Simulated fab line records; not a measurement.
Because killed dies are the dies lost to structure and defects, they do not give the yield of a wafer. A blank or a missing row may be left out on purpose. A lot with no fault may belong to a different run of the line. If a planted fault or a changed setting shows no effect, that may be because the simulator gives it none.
Which tool was responsible? + flow nand-harc + 72 wafers from 24 lots sampled at 6 of the route's 1302 steps

## WHAT THE GAUGES SHOWED, per wafer
No reading from a measuring or inspecting step in the record can be judged against a usual standard deviation.

## TOOL THAT RAN EACH LOT (tool first, then ch and the chambers of the sampled wafers, then the start)
| lot  | NHARC_P_M0_PVD_20                       | NHARC_P_M1_ETCH_15                            | NHARC_P_M1_DEGAS_29          | NHARC_P_M2_DEGAS_29          | NHARC_P_M2_PVD_21                       | NHARC_P_BONDPAD_STRIP_15           |
|------|-----------------------------------------|-----------------------------------------------|------------------------------|------------------------------|-----------------------------------------|------------------------------------|
| L074 | pvd-sputter-03, day 6 07:32 or earlier  | rie-diel-09 ch 0,1,2, day 6 07:32 or earlier  | pvd-sputter-02, day 6 07:32  | pvd-sputter-01, day 6 11:44  | pvd-sputter-01, day 6 15:41 or earlier  | rie-diel-08 ch 0,2,3, day 6 15:41  |
| L075 | pvd-sputter-01, day 6 21:03 or earlier  | rie-diel-11 ch 1,2,3, day 6 21:03 or earlier  | pvd-sputter-03, day 6 21:03  | pvd-sputter-03, day 7 01:04  | pvd-sputter-03, day 7 05:01 or earlier  | rie-diel-08 ch 0,1, day 7 05:01    |
| L076 | pvd-sputter-01, day 7 00:35 or earlier  | rie-diel-11 ch 1,2, day 7 00:35 or earlier    | pvd-sputter-02, day 7 00:35  | pvd-sputter-02, day 7 04:57  | pvd-sputter-02, day 7 08:52 or earlier  | rie-diel-12 ch 0,1,3, day 7 08:52  |
| L077 | pvd-sputter-03, day 7 12:07 or earlier  | rie-diel-09 ch 0,1,2, day 7 12:07 or earlier  | pvd-sputter-03, day 7 12:07  | pvd-sputter-03, day 7 16:17  | pvd-sputter-03, day 7 20:15 or earlier  | rie-diel-13 ch 1,2,3, day 7 20:15  |
| L078 | pvd-sputter-03, day 8 03:40 or earlier  | rie-diel-11 ch 0,1,3, day 8 03:40 or earlier  | pvd-sputter-01, day 8 03:40  | pvd-sputter-01, day 8 07:51  | pvd-sputter-01, day 8 11:48 or earlier  | rie-diel-13 ch 1,2,3, day 8 11:48  |
| L079 | pvd-sputter-01, day 8 06:50 or earlier  | rie-diel-11 ch 0,2,3, day 8 06:50 or earlier  | pvd-sputter-02, day 8 06:50  | pvd-sputter-02, day 8 10:52  | pvd-sputter-02, day 8 14:41 or earlier  | rie-diel-08 ch 0,1, day 8 14:41    |
| L080 | pvd-sputter-03, day 9 01:21 or earlier  | rie-diel-11 ch 1,2,3, day 9 01:21 or earlier  | pvd-sputter-02, day 9 01:21  | pvd-sputter-02, day 9 06:35  | pvd-sputter-02, day 9 10:32 or earlier  | rie-diel-13 ch 1,2,3, day 9 10:32  |
| L081 | pvd-sputter-02, day 9 02:18 or earlier  | rie-diel-11 ch 2,3, day 9 02:18 or earlier    | pvd-sputter-01, day 9 02:18  | pvd-sputter-01, day 9 06:43  | pvd-sputter-01, day 9 10:40 or earlier  | rie-diel-12 ch 0,3, day 9 10:40    |
| L082 | pvd-sputter-01, day 9 21:06 or earlier  | rie-diel-09 ch 0,1,3, day 9 21:06 or earlier  | pvd-sputter-01, day 9 21:06  | pvd-sputter-03, day 10 01:12 | pvd-sputter-03, day 10 05:10 or earlier | rie-diel-13 ch 0,1,2, day 10 05:10 |
| L083 | pvd-sputter-01, day 10 04:35 or earlier | rie-diel-11 ch 0,1,3, day 10 04:35 or earlier | pvd-sputter-02, day 10 04:35 | pvd-sputter-01, day 10 08:49 | pvd-sputter-01, day 10 12:47 or earlier | rie-diel-08 ch 0,2,3, day 10 12:47 |
| L084 | pvd-sputter-03, day 10 17:24 or earlier | rie-diel-11 ch 0,1,3, day 10 17:24 or earlier | pvd-sputter-03, day 10 17:24 | pvd-sputter-01, day 10 21:52 | pvd-sputter-01, day 11 01:43 or earlier | rie-diel-13 ch 0,2, day 11 01:43   |
| L085 | pvd-sputter-03, day 10 22:56 or earlier | rie-diel-11 ch 0,1,2, day 10 22:56 or earlier | pvd-sputter-02, day 10 22:56 | pvd-sputter-01, day 11 03:13 | pvd-sputter-01, day 11 07:40 or earlier | rie-diel-08 ch 0,2,3, day 11 07:40 |
| L086 | pvd-sputter-02, day 10 23:55 or earlier | rie-diel-09 ch 1,2,3, day 10 23:55 or earlier | pvd-sputter-03, day 10 23:55 | pvd-sputter-02, day 11 04:10 | pvd-sputter-02, day 11 08:08 or earlier | rie-diel-12 ch 0,1,2, day 11 08:08 |
| L087 | pvd-sputter-03, day 11 14:54 or earlier | rie-diel-09 ch 0,1,2, day 11 14:54 or earlier | pvd-sputter-03, day 11 14:54 | pvd-sputter-03, day 11 19:02 | pvd-sputter-03, day 11 23:01 or earlier | rie-diel-12 ch 0,1,2, day 11 23:01 |
| L089 | pvd-sputter-03, day 12 15:41 or earlier | rie-diel-09 ch 1,2,3, day 12 15:41 or earlier | pvd-sputter-01, day 12 15:41 | pvd-sputter-03, day 12 19:53 | pvd-sputter-03, day 12 23:57 or earlier | rie-diel-08 ch 0,1,3, day 12 23:57 |
| L088 | pvd-sputter-01, day 12 16:40 or earlier | rie-diel-09 ch 0,2,3, day 12 16:40 or earlier | pvd-sputter-02, day 12 16:40 | pvd-sputter-01, day 12 20:58 | pvd-sputter-01, day 13 00:54 or earlier | rie-diel-08 ch 0,3, day 13 00:54   |
| L090 | pvd-sputter-01, day 13 06:12 or earlier | rie-diel-11 ch 0,1,2, day 13 06:12 or earlier | pvd-sputter-03, day 13 06:12 | pvd-sputter-03, day 13 10:23 | pvd-sputter-03, day 13 14:13 or earlier | rie-diel-12 ch 1,2, day 13 14:13   |
| L091 | pvd-sputter-01, day 13 17:43 or earlier | rie-diel-07 ch 0,1,3, day 13 17:43 or earlier | pvd-sputter-02, day 13 17:43 | pvd-sputter-02, day 13 21:53 | pvd-sputter-02, day 14 01:49 or earlier | rie-diel-08 ch 0,1,2, day 14 01:49 |
| L092 | pvd-sputter-03, day 13 18:34 or earlier | rie-diel-07 ch 0,2,3, day 13 18:34 or earlier | pvd-sputter-01, day 13 18:34 | pvd-sputter-01, day 13 22:44 | pvd-sputter-01, day 14 02:41 or earlier | rie-diel-13 ch 0,1,3, day 14 02:41 |
| L093 | pvd-sputter-02, day 14 05:01 or earlier | rie-diel-09 ch 0,2,3, day 14 05:01 or earlier | pvd-sputter-02, day 14 05:01 | pvd-sputter-03, day 14 09:16 | pvd-sputter-03, day 14 13:17 or earlier | rie-diel-08 ch 0,1,3, day 14 13:17 |
| L094 | pvd-sputter-01, day 14 10:28 or earlier | rie-diel-11 ch 0,2, day 14 10:28 or earlier   | pvd-sputter-01, day 14 10:28 | pvd-sputter-01, day 14 14:38 | pvd-sputter-01, day 14 18:28 or earlier | rie-diel-08 ch 0,2,3, day 14 18:28 |
| L095 | pvd-sputter-03, day 14 22:46 or earlier | rie-diel-09 ch 0,3, day 14 22:46 or earlier   | pvd-sputter-02, day 14 22:46 | pvd-sputter-02, day 15 03:08 | pvd-sputter-02, day 15 07:03 or earlier | rie-diel-08 ch 2,3, day 15 07:03   |
| L096 | pvd-sputter-03, day 15 14:10 or earlier | rie-diel-09 ch 2,3, day 15 14:10 or earlier   | pvd-sputter-01, day 15 14:10 | pvd-sputter-01, day 15 18:22 | pvd-sputter-01, day 15 22:18 or earlier | rie-diel-12 ch 0,1, day 15 22:18   |
| L097 | pvd-sputter-02, day 15 16:58 or earlier | rie-diel-09 ch 1,2,3, day 15 16:58 or earlier | pvd-sputter-02, day 15 16:58 | pvd-sputter-01, day 15 21:08 | pvd-sputter-01, day 16 00:59 or earlier | rie-diel-08 ch 0,2,3, day 16 00:59 |
- NHARC_P_M0_PVD_20: deposits TaN, target thk 5 nm, time 8.06 s.
- NHARC_P_M1_ETCH_15: etches the open film in C4F8/Ar, target depth 182.5 nm, time 91.2 s.
- NHARC_P_M1_DEGAS_29: time 60 s.
- NHARC_P_M2_DEGAS_29: time 60 s.
- NHARC_P_M2_PVD_21: deposits Cu, target thk 30 nm, time 20.49 s.
- NHARC_P_BONDPAD_STRIP_15: strips in O2.

## WHAT THE TOOLS THEMSELVES READ (means of the sampled wafers that have a number; where no wafer has one, the mark that the record gives instead)
NHARC_P_M0_PVD_20.
| lot  | tool           | throttle-valve-pct (%) |
|------|----------------|------------------------|
| L074 | pvd-sputter-03 | 29.8                   |
| L075 | pvd-sputter-01 | 31.8                   |
| L076 | pvd-sputter-01 | 31.1                   |
| L077 | pvd-sputter-03 | 30.3                   |
| L078 | pvd-sputter-03 | 29.5                   |
| L079 | pvd-sputter-01 | 31.6                   |
| L080 | pvd-sputter-03 | 28.9                   |
| L081 | pvd-sputter-02 | 29.2                   |
| L082 | pvd-sputter-01 | 31.2                   |
| L083 | pvd-sputter-01 | 31.7                   |
| L084 | pvd-sputter-03 | 30.8                   |
| L085 | pvd-sputter-03 | 29.3                   |
| L086 | pvd-sputter-02 | 30.4                   |
| L087 | pvd-sputter-03 | 30.2                   |
| L089 | pvd-sputter-03 | 30.1                   |
| L088 | pvd-sputter-01 | 31.1                   |
| L090 | pvd-sputter-01 | 31.5                   |
| L091 | pvd-sputter-01 | 31.4                   |
| L092 | pvd-sputter-03 | 29.5                   |
| L093 | pvd-sputter-02 | 30.2                   |
| L094 | pvd-sputter-01 | 31.3                   |
| L095 | pvd-sputter-03 | 30.5                   |
| L096 | pvd-sputter-03 | 29.3                   |
| L097 | pvd-sputter-02 | 30.4                   |

NHARC_P_M1_ETCH_15.
| lot  | tool        | oes-product-au (a.u.) | rf-vpp-V (V) |
|------|-------------|-----------------------|--------------|
| L074 | rie-diel-09 | 0.928                 | 439.5        |
| L075 | rie-diel-11 | 0.969                 | 441.3        |
| L076 | rie-diel-11 | 0.982                 | 442.9        |
| L077 | rie-diel-09 | 0.961                 | 440.2        |
| L078 | rie-diel-11 | 0.964                 | 441.6        |
| L079 | rie-diel-11 | 0.925                 | 440.6        |
| L080 | rie-diel-11 | 0.970                 | 440.6        |
| L081 | rie-diel-11 | 0.938                 | 437.9        |
| L082 | rie-diel-09 | 0.982                 | 439.0        |
| L083 | rie-diel-11 | 0.981                 | 441.6        |
| L084 | rie-diel-11 | 0.930                 | 441.0        |
| L085 | rie-diel-11 | 0.938                 | 442.4        |
| L086 | rie-diel-09 | 0.922                 | 439.3        |
| L087 | rie-diel-09 | 0.927                 | 440.7        |
| L089 | rie-diel-09 | 0.966                 | 439.2        |
| L088 | rie-diel-09 | 0.965                 | 438.3        |
| L090 | rie-diel-11 | 0.935                 | 443.1        |
| L091 | rie-diel-07 | 0.960                 | 439.9        |
| L092 | rie-diel-07 | 0.976                 | 439.8        |
| L093 | rie-diel-09 | 0.922                 | 438.0        |
| L094 | rie-diel-11 | 0.971                 | 441.2        |
| L095 | rie-diel-09 | 0.982                 | 437.9        |
| L096 | rie-diel-09 | 0.964                 | 439.0        |
| L097 | rie-diel-09 | 0.962                 | 439.1        |

NHARC_P_M1_DEGAS_29.
| lot  | tool           | heater-power-w (W) |
|------|----------------|--------------------|
| L074 | pvd-sputter-02 | 338                |
| L075 | pvd-sputter-03 | 316                |
| L076 | pvd-sputter-02 | 342                |
| L077 | pvd-sputter-03 | 310                |
| L078 | pvd-sputter-01 | 342                |
| L079 | pvd-sputter-02 | 337                |
| L080 | pvd-sputter-02 | 337                |
| L081 | pvd-sputter-01 | 324                |
| L082 | pvd-sputter-01 | 293                |
| L083 | pvd-sputter-02 | 337                |
| L084 | pvd-sputter-03 | 335                |
| L085 | pvd-sputter-02 | 332                |
| L086 | pvd-sputter-03 | 327                |
| L087 | pvd-sputter-03 | 330                |
| L089 | pvd-sputter-01 | 270                |
| L088 | pvd-sputter-02 | 355                |
| L090 | pvd-sputter-03 | 328                |
| L091 | pvd-sputter-02 | 353                |
| L092 | pvd-sputter-01 | 305                |
| L093 | pvd-sputter-02 | 338                |
| L094 | pvd-sputter-01 | 302                |
| L095 | pvd-sputter-02 | 342                |
| L096 | pvd-sputter-01 | 296                |
| L097 | pvd-sputter-02 | 354                |

NHARC_P_M2_DEGAS_29.
| lot  | tool           | heater-power-w (W) |
|------|----------------|--------------------|
| L074 | pvd-sputter-01 | 335                |
| L075 | pvd-sputter-03 | 326                |
| L076 | pvd-sputter-02 | 344                |
| L077 | pvd-sputter-03 | 316                |
| L078 | pvd-sputter-01 | 346                |
| L079 | pvd-sputter-02 | 342                |
| L080 | pvd-sputter-02 | 357                |
| L081 | pvd-sputter-01 | 275                |
| L082 | pvd-sputter-03 | 316                |
| L083 | pvd-sputter-01 | 327                |
| L084 | pvd-sputter-01 | 339                |
| L085 | pvd-sputter-01 | 306                |
| L086 | pvd-sputter-02 | 356                |
| L087 | pvd-sputter-03 | 324                |
| L089 | pvd-sputter-03 | 335                |
| L088 | pvd-sputter-01 | 354                |
| L090 | pvd-sputter-03 | 308                |
| L091 | pvd-sputter-02 | 346                |
| L092 | pvd-sputter-01 | 338                |
| L093 | pvd-sputter-03 | 340                |
| L094 | pvd-sputter-01 | 321                |
| L095 | pvd-sputter-02 | 337                |
| L096 | pvd-sputter-01 | 334                |
| L097 | pvd-sputter-01 | 266                |

NHARC_P_M2_PVD_21.
| lot  | tool           | throttle-valve-pct (%) |
|------|----------------|------------------------|
| L074 | pvd-sputter-01 | 32.0                   |
| L075 | pvd-sputter-03 | 30.1                   |
| L076 | pvd-sputter-02 | 30.3                   |
| L077 | pvd-sputter-03 | 30.1                   |
| L078 | pvd-sputter-01 | 31.2                   |
| L079 | pvd-sputter-02 | 30.0                   |
| L080 | pvd-sputter-02 | 29.9                   |
| L081 | pvd-sputter-01 | 31.8                   |
| L082 | pvd-sputter-03 | 29.4                   |
| L083 | pvd-sputter-01 | 31.3                   |
| L084 | pvd-sputter-01 | 32.0                   |
| L085 | pvd-sputter-01 | 31.2                   |
| L086 | pvd-sputter-02 | 31.0                   |
| L087 | pvd-sputter-03 | 29.0                   |
| L089 | pvd-sputter-03 | 30.5                   |
| L088 | pvd-sputter-01 | 30.6                   |
| L090 | pvd-sputter-03 | 29.3                   |
| L091 | pvd-sputter-02 | 30.2                   |
| L092 | pvd-sputter-01 | 31.5                   |
| L093 | pvd-sputter-03 | 30.3                   |
| L094 | pvd-sputter-01 | 30.9                   |
| L095 | pvd-sputter-02 | 30.3                   |
| L096 | pvd-sputter-01 | 30.8                   |
| L097 | pvd-sputter-01 | 31.6                   |

NHARC_P_BONDPAD_STRIP_15.
| lot  | tool        | drypump-motor-current-A (A) | oes-product-au (a.u.) | rf-vpp-V (V) | showerhead-plenum-p-Torr (Torr) | throttle-valve-pct (%) |
|------|-------------|-----------------------------|-----------------------|--------------|---------------------------------|------------------------|
| L074 | rie-diel-08 | 5.4                         | 0.992                 | 57.6         | 3.58                            | 17.029                 |
| L075 | rie-diel-08 | 5.3                         | 0.989                 | 56.9         | 3.40                            | 17.033                 |
| L076 | rie-diel-12 | 6.1                         | 1.005                 | 57.5         | 3.69                            | 17.042                 |
| L077 | rie-diel-13 | 5.6                         | 0.999                 | 57.5         | 3.55                            | 17.036                 |
| L078 | rie-diel-13 | 5.6                         | 0.992                 | 57.0         | 3.55                            | 17.031                 |
| L079 | rie-diel-08 | 5.5                         | 0.996                 | 57.6         | 3.40                            | 17.036                 |
| L080 | rie-diel-13 | 5.6                         | 0.996                 | 57.2         | 3.55                            | 17.033                 |
| L081 | rie-diel-12 | 6.3                         | 0.993                 | 58.0         | 3.72                            | 17.040                 |
| L082 | rie-diel-13 | 5.8                         | 0.997                 | 57.2         | 3.45                            | 17.044                 |
| L083 | rie-diel-08 | 5.4                         | 1.004                 | 57.9         | 3.58                            | 17.029                 |
| L084 | rie-diel-13 | 6.2                         | 0.988                 | 57.3         | 3.35                            | 17.036                 |
| L085 | rie-diel-08 | 5.4                         | 1.000                 | 58.4         | 3.58                            | 17.039                 |
| L086 | rie-diel-12 | 5.9                         | 0.997                 | 57.3         | 3.55                            | 17.032                 |
| L087 | rie-diel-12 | 5.9                         | 1.008                 | 58.6         | 3.55                            | 17.022                 |
| L089 | rie-diel-08 | 5.4                         | 1.005                 | 57.8         | 3.53                            | 17.046                 |
| L088 | rie-diel-08 | 5.6                         | 1.006                 | 57.7         | 3.65                            | 17.043                 |
| L090 | rie-diel-12 | 5.8                         | 1.004                 | 57.5         | 3.51                            | 17.037                 |
| L091 | rie-diel-08 | 5.3                         | 1.012                 | 58.7         | 3.45                            | 17.033                 |
| L092 | rie-diel-13 | 6.0                         | 0.991                 | 57.9         | 3.54                            | 17.037                 |
| L093 | rie-diel-08 | 5.4                         | 1.006                 | 57.7         | 3.53                            | 17.035                 |
| L094 | rie-diel-08 | 5.4                         | 1.001                 | 58.0         | 3.57                            | 17.036                 |
| L095 | rie-diel-08 | 5.2                         | 1.003                 | 58.3         | 3.63                            | 17.029                 |
| L096 | rie-diel-12 | 5.9                         | 1.004                 | 59.0         | 3.69                            | 17.034                 |
| L097 | rie-diel-08 | 5.4                         | 1.009                 | 57.5         | 3.57                            | 17.044                 |

## THE ANSWER, worked out from the rows above alone
Rule: usual is defined by the lots themselves. Put in order of their means at a reading, lots are off if they are a third of the lots or fewer, leave a main group of 4 or more, and stand apart from it by a gap of 3 or more times the standard deviation of the main group's means; of several such gaps the widest counts. If all means in a main group match to the digits the tables above print for the reading, that group is not used. A lot without any number at a reading at which 4 lots or more have one is off too. The other lots that the step has rows for count as sound. The gauges are gone through in route order, then the tools' own readings, and for those a lot's mean is taken as printed above. At the first step where some lot is off, the reading lying furthest off is the one used; lots without a number count as furthest.
Nothing can be told from this: no lot is off at any reading shown.

## WHAT THE SIMULATOR PUT IN
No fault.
